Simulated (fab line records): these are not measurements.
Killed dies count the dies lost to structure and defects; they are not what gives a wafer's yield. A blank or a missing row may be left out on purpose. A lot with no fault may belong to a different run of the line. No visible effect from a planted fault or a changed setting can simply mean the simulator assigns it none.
Chamber matching | flow n5 finfet | 4 sister chambers for N5_BEOL_M5_STRIP_19 on rie diel-02
The step strips in O2. 8 wafers are shown with their chamber, then 8 later ones without.

== WAFERS, EACH WITH ITS CHAMBER ==
wafer  | chamber | drypump motor current A (A) | throttle valve pct (%)
L076.3 | 2       | 5.7                         | 16.97
L081.5 | 0       | 6.7                         | 16.37
L083.5 | 0       | 6.7                         | 16.38
L083.6 | 1       | 5.7                         | 17.17
L089.2 | 3       | 5.8                         | 16.49
L089.4 | 1       | 5.8                         | 17.19
L089.6 | 2       | 5.7                         | 16.57
L095.1 | 3       | 5.8                         | 16.48

== WAFERS WITH NO CHAMBER GIVEN ==
wafer  | drypump motor current A (A) | throttle valve pct (%)
L095.2 | 5.7                         | 16.59
L095.4 | 6.7                         | 16.41
L093.1 | 5.9                         | 16.49
L093.5 | 5.8                         | 17.20
L093.6 | 6.7                         | 16.41
L097.2 | 6.7                         | 16.42
L097.4 | 5.8                         | 16.50
L097.5 | 5.7                         | 17.23

== CHAMBER TAKEN BY EACH ==
wafer  | from the rows above     | in truth
L095.2 | can't be placed: 2 or 3 | 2
L095.4 | 0                       | 0
L093.1 | 3                       | 3
L093.5 | 1                       | 1
L093.6 | 0                       | 0
L097.2 | 0                       | 0
L097.4 | 3                       | 3
L097.5 | can't be placed: 1 or 2 | 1
Placed correctly: 6 of 8. From these rows, 2 cannot be placed; in 2 the true chamber is one of the candidates. Placed wrongly: 0.
How it was worked out, from the rows above alone: a wafer's distance from a chamber is the root of the sum, over the readings, of the square of ((its reading less the chamber's mean) divided by the reading's scatter). If the next closest chamber is less than 2 further off than the closest, the wafer can't be placed; otherwise it belongs to the closest. The mean given for a chamber averages the wafers shown for that chamber. The scatter: take each reading less its chamber's mean, square it, sum over the shown wafers, divide by the number of wafers less the number of chambers, and take the root.
